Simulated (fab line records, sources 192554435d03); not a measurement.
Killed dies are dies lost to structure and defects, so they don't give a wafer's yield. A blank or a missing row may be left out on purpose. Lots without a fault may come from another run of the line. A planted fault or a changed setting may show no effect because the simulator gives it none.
Chamber matching | flow n5_finfet | N5_BEOL_M13_ETCH_67 on rie_diel-04: 4 sister chambers
The step etches SiARC in CF4, target depth 143 nm, time 238.3 s. 16 wafers are shown with their chamber, then 8 later ones without.

WAFERS WITH THEIR CHAMBER
wafer  | chamber | showerhead_plenum_p_Torr (Torr) | drypump_motor_current_A (A) | oes_product_au (a.u.)
L078.1 | 1       | 2.05                            | 6.6                         | 0.64
L078.4 | 0       | 2.13                            | 6.1                         | 0.59
L078.5 | 0       | 2.13                            | 6.1                         | 0.59
L083.1 | 2       | 2.21                            | 5.5                         | 0.63
L083.2 | 1       | 2.05                            | 6.6                         | 0.64
L083.5 | 0       | 2.12                            | 6.1                         | 0.59
L079.2 | 2       | 2.21                            | 5.5                         | 0.62
L079.4 | 1       | 2.05                            | 6.7                         | 0.63
L079.6 | 2       | 2.21                            | 5.5                         | 0.63
L081.1 | 3       | 2.27                            | 5.7                         | 0.79
L081.2 | 0       | 2.12                            | 6.1                         | 0.58
L081.5 | 2       | 2.21                            | 5.5                         | 0.63
L082.2 | 3       | 2.27                            | 5.6                         | 0.78
L082.4 | 1       | 2.04                            | 6.6                         | 0.62
L082.5 | 3       | 2.27                            | 5.7                         | 0.78
L092.1 | 1       | 2.04                            | 6.6                         | 0.61

SIGNATURES (means of the wafers above)
reading                  | chamber 0 | chamber 1 | chamber 2 | chamber 3 | scatter within a chamber
showerhead_plenum_p_Torr | 2.1250    | 2.0460    | 2.2100    | 2.2700    | 0.00428
drypump_motor_current_A  | 6.100     | 6.620     | 5.500     | 5.667     | 0.035
oes_product_au           | 0.5875    | 0.6280    | 0.6275    | 0.7833    | 0.00864
Rule: a wafer's distance from a chamber is the root of the sum, over the readings, of the square of ((its reading less the chamber's mean) divided by the reading's scatter). The wafer belongs to the nearest chamber; if the next one is less than 2 further off, it can't be placed. The scatter: the root of (the sum of the squares of (reading less its chamber's mean) over the shown wafers, divided by (wafers less chambers)).

WAFERS WITHOUT THEIR CHAMBER
wafer  | showerhead_plenum_p_Torr (Torr) | drypump_motor_current_A (A) | oes_product_au (a.u.)
L092.4 | 2.26                            | 5.6                         | 0.76
L092.5 | 2.04                            | 6.6                         | 0.61
L093.1 | 2.26                            | 5.7                         | 0.76
L093.4 | 2.11                            | 6.1                         | 0.58
L093.6 | 2.04                            | 6.6                         | 0.61
L097.2 | 2.26                            | 5.7                         | 0.75
L097.4 | 2.26                            | 5.7                         | 0.75
L097.6 | 2.04                            | 6.6                         | 0.61

WHICH CHAMBER EACH WENT THROUGH
wafer  | from the rows above | in truth
L092.4 | 3                   | 3
L092.5 | 1                   | 1
L093.1 | 3                   | 3
L093.4 | 0                   | 0
L093.6 | 1                   | 1
L097.2 | 3                   | 3
L097.4 | 3                   | 3
L097.6 | 1                   | 1
Placed correctly: 8 of 8. Can't be placed from these rows: 0. Placed wrongly: 0.
